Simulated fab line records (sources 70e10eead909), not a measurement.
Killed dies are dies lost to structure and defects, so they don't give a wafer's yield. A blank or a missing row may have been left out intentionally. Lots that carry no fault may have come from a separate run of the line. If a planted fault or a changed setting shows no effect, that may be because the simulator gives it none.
fab line records	flow nand_harc
[record] lots = 11	wafers = 33	last_day = 24
route steps=1159 shown P_ZERO_WELL@16 P_STI@87 END@1159
lots untouched by any fault: they come from a run of this same line in which no faults occurred
start_h: hours from the record's first day to the start of the lot's first wafer shown	wait_h: hours elapsed since this lot's preceding step	" the same as in the row above	L1.1+2: a single row standing in for several wafers	- either no value or no given start	* or withheld: withheld	< > ~ a bound
route shown NAME@n: NAME is a module with steps in the file, n the number in the route of the first one	usual: mean/standard deviation of fault-free wafers	same: alike in all rows	chamber/n: place in a boat	sites: per-site readings	_std_site: their standard deviation	_edge_site: the outer-site mean with the inner-site mean subtracted	radius_mm: for every site, how far away it sits from the centre of the wafer	mask NAME#n: copy n	behind: tool/chamber where the wafer was last shaped	hold: what put the lot on hold/how long, in hours/how the hold closed	device: transistor that didn't switch, given as n, p or np	end of line: the route-end tests of the same wafers	for a step that has no rows: nothing shown but its recipe	killed: dies that structure and defects cost at the first sort, which is not the same as the wafer's yield	map: dies across one wafer; x = killed, . = not, _ = none there
set.NAME: setting as actually run; set.NAME@STEP: the setting as run at that earlier step	model.NAME: the simulator's own value behind a step, which no gauge read
route steps across a sampled set of lots; one table per step, one row per wafer
services: the hour from which a tool's chamber was out of use, counted from the record's first day as start_h (under 0 if before that day), plus the number of hours and why
[[steps]]
[step NHARC_P_ZERO_WELL_DESCUM_13]
[recipe] time_s = 3	o2_flow_sccm = 200	ar_flow_sccm = 0	bias_power_w = 0	chemistry = O2
[usual] drypump_motor_current_A = 5.7/0.41	oes_product_au = 1.001/0.0085	rf_vpp_V = 57.9/0.87	showerhead_plenum_p_Torr = 1.94/0.073	throttle_valve_pct = 11.311/0.0085
[same] bias_power_w = 0
lot.wafer	tool	chamber	start_h	wait_h	drypump_motor_current_A	oes_product_au	rf_hours_counter_h	rf_vpp_V	showerhead_plenum_p_Torr	throttle_valve_pct
L839.3	rie_diel-10	1	13.51	-	5.5	1.001	0	58.2	1.89	11.304
L839.1	"	2	"	"	5.7	0.986	0	56.7	1.86	11.306
L839.2	"	3	"	"	5.1	1.004	1	59.0	1.98	11.312
L840.3	rie_diel-07	1	19.50	-	5.5	0.999	10	59.2	2.05	11.302
L840.1	"	3	"	"	6.5	0.999	8	57.8	1.93	11.314
L840.5	"	1	"	"	5.5	0.996	-	59.9	2.05	11.312
L841.4	rie_diel-05	3	25.52	-	6.1	1.014	1	58.2	1.92	11.316
L841.2	"	1	"	"	5.5	1.007	1	58.1	2.01	11.315
L841.6	"	2	"	"	5.2	0.983	-	57.6	2.02	11.313
L842.2	rie_diel-07	1	31.47	-	5.5	0.999	12	58.9	2.05	11.291
L842.4	"	0	"	"	6.1	1.010	10	59.7	2.00	11.309
L842.5	"	1	"	"	5.5	1.008	-	58.4	2.05	11.305
L843.4	rie_diel-05	1	37.41	-	5.5	1.009	2	58.4	2.00	11.316
L843.2	"	2	"	"	5.2	0.992	2	57.9	2.02	11.306
L843.5	"	3	"	"	6.1	1.006	-	58.0	1.92	11.324
L846.3	rie_diel-05	3	55.40	-	6.1	1.004	3	59.1	1.92	11.312
L846.1	"	2	"	"	5.3	0.995	3	58.3	2.02	11.304
L846.5	"	3	"	"	6.1	1.008	-	58.1	1.92	11.299
L852.2	rie_diel-10	0	91.39	-	5.3	0.982	7	58.4	1.82	11.301
L852.4	"	1	"	"	5.5	0.990	6	58.3	1.89	11.307
L852.3	"	3	"	"	5.1	1.012	7	58.2	1.98	11.314
L857.1	rie_diel-10	3	121.34	-	5.1	0.998	10	59.6	1.97	11.315
L857.3	"	1	"	"	5.5	0.994	9	57.5	1.89	11.327
L857.5	"	0	"	"	5.3	0.996	-	57.0	1.82	11.322
L858.1	rie_diel-05	2	127.34	-	5.2	0.991	10	57.4	2.02	11.316
L858.3	"	3	"	"	6.1	1.002	9	57.7	1.92	11.306
L858.4	"	3	"	"	6.1	1.005	-	57.5	1.92	11.300
L860.4	rie_diel-05	1	139.28	-	5.5	1.003	10	56.8	2.00	11.312
L860.2	"	0	"	"	5.5	1.004	9	56.6	1.95	11.310
L860.6	"	2	"	"	5.2	0.996	-	57.7	2.02	11.320
L861.2	rie_diel-07	0	145.30	-	6.2	1.002	6	58.6	2.00	11.321
L861.3	"	1	"	"	5.5	1.004	6	57.5	2.04	11.313
L861.1	"	3	"	"	6.5	0.995	7	57.5	1.93	11.314
[step NHARC_P_ZERO_WELL_DESCUM_39]
[recipe] time_s = 3	o2_flow_sccm = 200	ar_flow_sccm = 0	bias_power_w = 0	chemistry = O2
[usual] drypump_motor_current_A = 5.7/0.44	oes_product_au = 1.001/0.0093	rf_vpp_V = 57.7/0.83	showerhead_plenum_p_Torr = 1.94/0.076	throttle_valve_pct = 11.312/0.0098
[same] bias_power_w = 0
lot.wafer	tool	chamber	start_h	wait_h	drypump_motor_current_A	oes_product_au	rf_hours_counter_h	rf_vpp_V	showerhead_plenum_p_Torr	throttle_valve_pct
L839.1	rie_diel-05	2	16.43	-	5.2	0.984	1	59.3	2.02	11.316
L839.2	"	3	"	"	6.1	1.011	1	57.9	1.92	11.309
L839.3	"	0	"	"	5.5	0.990	1	57.6	1.95	11.310
L840.3	rie_diel-07	0	22.38	-	6.1	1.003	9	58.3	2.00	11.296
L840.1	"	2	"	"	6.5	1.005	9	57.8	1.79	11.318
L840.5	"	0	"	"	6.1	1.008	-	57.1	2.00	11.308
L841.2	rie_diel-10	3	31.74	-	5.1	1.004	3	57.9	1.98	11.311
L841.4	"	2	"	"	5.8	0.986	-	57.4	1.86	11.320
L841.6	"	3	"	"	5.1	1.007	-	57.2	1.98	11.311
L842.4	rie_diel-07	1	34.54	-	5.5	1.010	12	59.1	2.05	11.294
L842.2	"	3	"	"	6.5	0.995	9	56.8	1.93	11.331
L842.5	"	1	"	"	5.5	1.009	-	60.4	2.05	11.311
L843.2	rie_diel-10	0	40.13	-	5.3	1.002	4	57.1	1.82	11.323
L843.4	"	3	"	"	5.1	1.014	4	57.1	1.98	11.311
L843.5	"	0	"	"	5.3	1.006	-	58.4	1.82	11.329
L846.3	rie_diel-10	3	58.25	-	5.1	0.997	5	56.9	1.98	11.334
L846.1	"	0	"	"	5.3	0.982	5	57.4	1.82	11.305
L846.5	"	0	"	"	5.3	1.004	-	56.5	1.82	11.325
L852.2	rie_diel-10	3	94.29	-	5.1	1.000	8	57.8	1.98	11.294
L852.4	"	0	"	"	5.3	0.997	7	56.0	1.82	11.316
L852.3	"	1	"	"	5.5	0.992	7	58.3	1.89	11.314
L857.1	rie_diel-10	2	124.39	-	5.7	0.988	12	57.4	1.86	11.327
L857.3	"	3	"	"	5.1	1.003	10	58.6	1.97	11.331
L857.5	"	2	"	"	5.6	0.990	-	57.3	1.86	11.309
L858.1	rie_diel-05	0	130.27	-	5.5	0.999	9	58.4	1.95	11.301
L858.4	"	1	"	"	5.5	1.014	10	56.9	2.00	11.311
L858.3	"	2	"	"	5.2	1.013	10	59.4	2.02	11.314
L860.2	rie_diel-10	3	142.33	-	5.1	1.008	12	56.3	1.97	11.295
L860.4	"	2	"	"	5.7	0.984	13	56.9	1.86	11.332
L860.6	"	3	"	"	5.1	1.004	-	58.4	1.97	11.316
L861.2	rie_diel-05	1	148.35	-	5.5	1.011	11	58.2	2.00	11.317
L861.1	"	2	"	"	5.2	0.998	11	57.5	2.02	11.309
L861.3	"	3	"	"	6.1	1.008	9	57.0	1.92	11.305
[step NHARC_P_ZERO_WELL_EXPOSE_49]
[recipe] na = 0.6	target_cd_nm = 2000	dose_mj = 22.64	mask_id = P_HVPW
lot.wafer	tool	chamber	start_h	wait_h	mask
L839.1+2+3	krf_scanner-01	0	17.76	-	P_HVPW#0
L840.1+3+5	krf_scanner-01	0	23.58	-	P_HVPW#0
L841.2+4+6	krf_scanner-04	0	33.11	-	P_HVPW#0
L842.2+4+5	krf_scanner-04	0	35.75	-	P_HVPW_R1#0
L843.2+4+5	krf_scanner-04	0	41.33	-	P_HVPW#0
L846.1+3+5	krf_scanner-04	0	59.58	-	P_HVPW#0
L852.2+3+4	krf_scanner-01	0	95.59	-	P_HVPW#0
L857.1+3+5	krf_scanner-01	0	125.72	-	P_HVPW#0
L858.1+3+4	krf_scanner-01	0	131.48	-	P_HVPW#0
L860.2+4+6	krf_scanner-01	0	143.53	-	P_HVPW#0
L861.1+2+3	krf_scanner-01	0	149.53	-	P_HVPW#0
[step NHARC_P_ZERO_WELL_CD_MEAS_52]
[recipe] target_cd_nm = 2000	landing_energy_ev = 500
[usual] cd_nm = 1999.9/2
lot.wafer	tool	chamber	start_h	wait_h	cd_nm
L839.1	cd_sem-01	0	17.93	-	2000.2
L839.2	"	0	"	"	1998.7
L839.3	"	0	"	"	1999.4
L840.1	cd_sem-02	0	23.74	-	2003.5
L840.3	"	0	"	"	1999.2
L840.5	"	0	"	"	2000.6
L841.2	cd_sem-03	0	33.27	-	2002.5
L841.4	"	0	"	"	2002.8
L841.6	"	0	"	"	2000.5
L842.2	cd_sem-02	0	35.90	-	1689.7
L842.4	"	0	"	"	1692.3
L842.5	"	0	"	"	1693.9
L843.2	cd_sem-01	0	41.48	-	1999.7
L843.4	"	0	"	"	2002.5
L843.5	"	0	"	"	2001.3
L846.1	cd_sem-01	0	59.73	-	1999.4
L846.3	"	0	"	"	2000.3
L846.5	"	0	"	"	2001.0
L852.2	cd_sem-03	0	95.74	-	2003.0
L852.3	"	0	"	"	2001.8
L852.4	"	0	"	"	2002.5
L857.1	cd_sem-02	0	125.87	-	2001.5
L857.3	"	0	"	"	2003.9
L857.5	"	0	"	"	2001.1
L858.1	cd_sem-03	0	131.64	-	1998.6
L858.3	"	0	"	"	2001.1
L858.4	"	0	"	"	1999.1
L860.2	cd_sem-03	0	143.69	-	1998.8
L860.4	"	0	"	"	1999.1
L860.6	"	0	"	"	2002.7
L861.1	cd_sem-03	0	149.69	-	1997.4
L861.2	"	0	"	"	1999.2
L861.3	"	0	"	"	1996.6
[step NHARC_P_STI_DESCUM_14]
[recipe] time_s = 3	o2_flow_sccm = 200	ar_flow_sccm = 0	bias_power_w = 0	chemistry = O2
[usual] drypump_motor_current_A = 5.7/0.62	oes_product_au = 1.002/0.01	rf_vpp_V = 57.8/0.91	showerhead_plenum_p_Torr = 1.91/0.087	throttle_valve_pct = 11.312/0.0091
[same] bias_power_w = 0
lot.wafer	tool	chamber	start_h	wait_h	drypump_motor_current_A	oes_product_au	rf_hours_counter_h	rf_vpp_V	showerhead_plenum_p_Torr	throttle_valve_pct
L839.1	rie_diel-02	3	39.19	-	6.4	1.016	1.8	56.5	1.80	11.296
L839.2	"	0	"	"	6.8	0.994	1.8	57.1	1.85	11.318
L839.3	"	2	"	"	6.1	0.980	1.8	58.1	1.89	11.322
L840.1	rie_diel-12	2	41.83	-	5.2	0.993	0.8	58.8	1.87	11.313
L840.3	"	3	"	"	5.4	1.003	0.6	58.7	1.81	11.324
L840.5	"	0	"	"	6.3	0.989	-	58.0	1.85	11.318
L841.2	rie_diel-12	2	53.84	-	5.2	1.003	1.2	56.3	1.87	11.306
L841.4	"	0	"	"	6.3	0.996	0.9	57.8	1.85	11.304
L841.6	"	1	"	"	4.9	1.006	-	58.2	1.94	11.325
L842.2	rie_diel-02	1	54.00	-	5.7	1.000	2.8	57.4	2.05	11.294
L842.4	"	0	"	"	6.8	0.992	2.7	57.8	1.85	11.302
L842.5	"	2	"	"	6.1	0.978	-	57.3	1.89	11.308
L843.4	rie_diel-12	3	60.27	-	5.4	1.000	1.0	56.9	1.81	11.292
L843.2	"	0	"	"	6.3	0.984	1.0	56.7	1.85	11.300
L843.5	"	1	"	"	5.0	1.010	-	58.5	1.94	11.323
L846.3	rie_diel-01	1	76.32	-	5.7	1.010	2.3	57.3	2.02	11.312
L846.1	"	0	"	"	4.9	1.000	2.2	57.3	2.05	11.319
L846.5	"	1	"	"	5.7	1.006	-	58.7	2.02	11.324
L852.2	rie_diel-12	0	114.50	-	6.3	0.997	3.2	57.4	1.85	11.295
L852.3	"	1	"	"	4.9	1.001	3.2	56.5	1.94	11.320
L852.4	"	3	"	"	5.4	0.997	3.6	56.5	1.81	11.318
L857.3	rie_diel-12	2	145.63	-	5.2	0.999	5.4	57.9	1.87	11.322
L857.1	"	0	"	"	6.3	0.989	5.1	56.3	1.85	11.307
L857.5	"	3	"	"	5.5	0.993	-	57.0	1.81	11.305
L858.3	rie_diel-02	0	145.81	-	6.8	1.005	6.0	57.5	1.85	11.308
L858.1	"	1	"	"	5.7	1.006	6.2	56.8	2.05	11.308
L858.4	"	1	"	"	5.7	1.000	-	58.2	2.05	11.321
L860.2	rie_diel-02	3	160.95	-	6.4	1.000	0	55.8	1.79	11.319
L860.4	"	1	"	"	5.7	0.990	0	58.3	2.05	11.305
L860.6	"	3	"	"	6.4	1.004	-	56.9	1.79	11.314
L861.3	rie_diel-12	2	169.13	-	5.2	0.993	7.0	56.1	1.87	11.310
L861.1	"	3	"	"	5.4	1.010	6.9	55.4	1.81	11.309
L861.2	"	1	"	"	4.9	1.000	7.0	58.2	1.94	11.307
[step NHARC_END_SORT_01]
[recipe] temp_c = 25
[usual] killed_at_array = 26/10	killed_at_other = 0.8/1.1	killed_at_periphery = 3.3/2.6	killed_dies = 30/11	killed_open = 3.4/1.8	killed_short = 2.0/1.3
[same] gross_dies = 677
lot.wafer	tool	chamber	start_h	wait_h	killed_at_array	killed_at_other	killed_at_periphery	killed_dies	killed_open	killed_short
L842.2	prober-02	0	457.61	2.8	21	2	168	191	2	4
L842.4	prober-02	0	459.23	3.4	25	0	158	183	6	1
L842.5	prober-02	0	460.04	3.7	23	0	149	172	4	3
// killed by level:class
L842.2 P_ZERO_WELL:area_expose=164 A_CHANNEL_HOLE_D1:chamber_film_flake=8 P_ZERO_WELL:chamber_film_flake=4 A_CONTACT:chamber_film_flake=4 A_STAIRCASE:chamber_film_flake=3 A_M0:geometric_particle:short=2 A_ONON_D1:geometric_particle:short=1 A_CHANNEL_HOLE_D1:geometric_particle:open=1
L842.4 P_ZERO_WELL:area_expose=155 A_CHANNEL_HOLE_D1:chamber_film_flake=11 A_STAIRCASE:chamber_film_flake=5 A_CONTACT:chamber_film_flake=3 A_CONTACT:geometric_particle:open=2 P_GATE:geometric_particle:open=1 P_CONTACT:geometric_particle:open=1 A_SOURCE_PLATE:geometric_particle:short=1
L842.5 P_ZERO_WELL:area_expose=147 A_CHANNEL_HOLE_D1:chamber_film_flake=6 A_STAIRCASE:chamber_film_flake=5 A_CONTACT:chamber_film_flake=5 A_SGD_CUT:geometric_particle:open=2 P_M1:geometric_particle:open=1 A_ONON_D1:geometric_particle:short=1 A_STAIRCASE:geometric_particle:short=1
[[services]]
tool	chamber	start_h	hours	kind
rie_diel-07	2	-9.47	7.7	repair
rie_diel-10	-	-0.50	9.0	pm
rie_diel-07	2	10.67	6.8	repair
rie_diel-10	0	10.73	13.3	repair
rie_diel-10	1	21.48	11.2	repair
rie_diel-02	2	22.44	5.6	repair
rie_diel-12	-	25.40	9.0	pm
krf_scanner-04	-	28.49	1.8	repair
rie_diel-10	3	40.99	5.1	repair
krf_scanner-01	-	48.71	0.4	repair
rie_diel-07	-	51.21	9.0	pm
krf_scanner-01	-	66.10	18.7	repair
rie_diel-07	-	69.01	0.1	repair
krf_scanner-04	-	71.95	16.0	repair
rie_diel-07	0	75.42	2.0	repair
rie_diel-10	0	114.17	6.7	repair
krf_scanner-01	-	118.82	1.9	repair
rie_diel-05	0	123.67	6.2	repair
krf_scanner-04	-	126.00	4.0	pm
rie_diel-07	-	129.04	0.4	repair
rie_diel-12	3	131.47	5.4	repair
rie_diel-05	3	139.54	5.4	repair
rie_diel-12	1	153.33	3.8	repair
rie_diel-05	-	163.65	9.0	pm
[[key]]
[first_sign] step = NHARC_P_ZERO_WELL_EXPOSE_49	reading = mask	direction = changed
[effect] step = NHARC_P_ZERO_WELL_CD_MEAS_52	reading = cd_nm	direction = down	sigmas = 99+	usual = 1999.9	struck = 1692.0
[effect] step = NHARC_END_SORT_01	reading = killed_at_periphery	direction = up	sigmas = 60	usual = 3.3	struck = 158.3
[more_kills_born_at] NHARC_P_ZERO_WELL_EXPOSE_49@krf_scanner-04 = 466
met_at NHARC_P_ZERO_WELL_EXPOSE_49
struck_lots L842
tester_left_out L842
not_acting_at NHARC_P_ZERO_WELL_DESCUM_13,NHARC_P_ZERO_WELL_DESCUM_39,NHARC_P_STI_DESCUM_14
onset_between 33.11 35.75
[fault] kind = wrong_mask	tool = any	chamber = -	onset_h = 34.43	steps = NHARC_P_ZERO_WELL_EXPOSE_49	aux_copy = P_HVPW_R1#0	cd_offset_nm = -308.2	scope = struck_lots_only
// tester_left_out: of these lots the tester's yield and bins aren't shown, on N5 and GAA mostly nor the transistor test; their killed dies are dies lost to structure and defects alone, not to doping, threshold or leakage, so they don't give the yield
